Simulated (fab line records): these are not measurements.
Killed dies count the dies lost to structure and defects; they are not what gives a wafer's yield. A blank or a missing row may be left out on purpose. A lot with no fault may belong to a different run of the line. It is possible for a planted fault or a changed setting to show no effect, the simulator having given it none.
Chamber matching    flow n5-finfet    rie-si-06 running N5_FIN_CUT_CUT_ETCH_15: 4 sister chambers
The step etches Si in HBr/Cl2/O2, target depth 100 nm, bt time 10 s, time 42.4 s. 20 wafers are shown with their chamber, then 10 later ones without.

EACH WAFER AND ITS CHAMBER
wafer   chamber  throttle-valve-pct (%)  drypump-motor-current-A (A)  oes-product-au (a.u.)
L077.1  1        37.01                   5.3                          1.020
L077.4  0        36.87                   6.2                          1.015
L077.6  3        37.09                   5.0                          0.988
L079.1  2        37.53                   5.8                          1.015
L079.3  1        36.99                   5.3                          1.017
L079.5  3        37.10                   5.0                          0.983
L081.1  3        37.11                   5.0                          0.984
L081.2  1        37.00                   5.3                          1.024
L081.3  0        36.90                   6.3                          1.022
L082.1  1        36.99                   5.3                          1.027
L082.2  0        36.90                   6.2                          1.023
L082.6  3        37.10                   5.0                          0.979
L083.1  2        37.55                   5.7                          1.011
L083.2  0        36.90                   6.2                          1.020
L083.4  1        37.00                   5.3                          1.032
L084.1  2        37.55                   5.8                          1.010
L084.3  0        36.89                   6.2                          1.026
L084.6  1        37.00                   5.3                          1.019
L085.2  0        36.90                   6.2                          1.024
L085.3  1        37.00                   5.3                          1.015

SIGNATURES (means of the wafers above)
reading                  chamber 0  chamber 1  chamber 2  chamber 3  scatter within a chamber
throttle-valve-pct       36.8933    36.9986    37.5433    37.1000    0.00964
drypump-motor-current-A  6.217      5.300      5.767      5.000      0.0306
oes-product-au           1.02167    1.02200    1.01200    0.98350    0.00464
Rule: a wafer lies at a distance from a chamber equal to the root of the sum of squares, over the readings, of (its reading less the chamber's mean, divided by the reading's scatter). The wafer belongs to the nearest chamber; if the next one is less than 2 further off, it can't be placed. The scatter is the square root of a quotient: the sum, over the shown wafers, of each reading's squared deviation from its chamber's mean, divided by wafers minus chambers.

WAFERS MISSING THEIR CHAMBER
wafer   throttle-valve-pct (%)  drypump-motor-current-A (A)  oes-product-au (a.u.)
L085.6  36.91                   6.2                          1.025
L090.1  37.00                   5.3                          1.023
L090.3  37.10                   5.0                          0.985
L090.5  37.08                   5.0                          0.989
L091.2  37.00                   5.3                          1.023
L091.3  37.55                   5.7                          1.026
L091.4  36.90                   6.2                          1.022
L094.2  36.90                   6.2                          1.014
L094.5  36.90                   6.3                          1.033
L094.6  36.99                   5.3                          1.028

WHICH CHAMBER EACH WENT THROUGH
wafer   from the rows above  in truth
L085.6  0                    0
L090.1  1                    1
L090.3  3                    3
L090.5  3                    3
L091.2  1                    1
L091.3  2                    2
L091.4  0                    0
L094.2  0                    0
L094.5  0                    0
L094.6  1                    1
Correct placement for 10 of the 10. Number that these rows cannot place: 0. Placed wrongly: 0.
